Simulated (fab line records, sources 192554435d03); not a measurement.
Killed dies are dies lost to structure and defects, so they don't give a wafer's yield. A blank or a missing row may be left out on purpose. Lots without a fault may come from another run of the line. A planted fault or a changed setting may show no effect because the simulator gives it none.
Chamber matching | flow n5_finfet | N5_HKMG_FIN_ETCH_67 on rie_diel-04: 4 sister chambers
The step etches SOC in N2/H2, stops on TiN, target depth 388.9 nm. 4 wafers are shown with their chamber, then 7 later ones without.

WAFERS WITH THEIR CHAMBER
wafer  | chamber | showerhead_plenum_p_Torr (Torr)
L088.2 | 1       | 2.63
L089.3 | 2       | 2.53
L090.2 | 0       | 2.72
L090.3 | 3       | 2.48

WAFERS WITHOUT THEIR CHAMBER
wafer  | showerhead_plenum_p_Torr (Torr)
L090.5 | 2.72
L091.3 | 2.72
L091.4 | 2.48
L091.6 | 2.53
L093.1 | 2.72
L093.4 | 2.53
L093.6 | 2.47

WHICH CHAMBER EACH WENT THROUGH
wafer  | from the rows above | in truth
L090.5 | 0                   | 0
L091.3 | 0                   | 0
L091.4 | 3                   | 3
L091.6 | 2                   | 2
L093.1 | 0                   | 0
L093.4 | 2                   | 2
L093.6 | 3                   | 3
Placed correctly: 7 of 7. Can't be placed from these rows: 0. Placed wrongly: 0.
How it was worked out, from the rows above alone: a wafer's distance from a chamber is the root of the sum, over the readings, of the square of ((its reading less the chamber's mean) divided by the reading's scatter). The wafer belongs to the nearest chamber; if the next one is less than 2 further off, it can't be placed. A chamber's mean is the mean of its shown wafers. The scatter: with one shown wafer a chamber, the root of the mean of the squares of how far each hidden wafer lies from its nearest shown one.
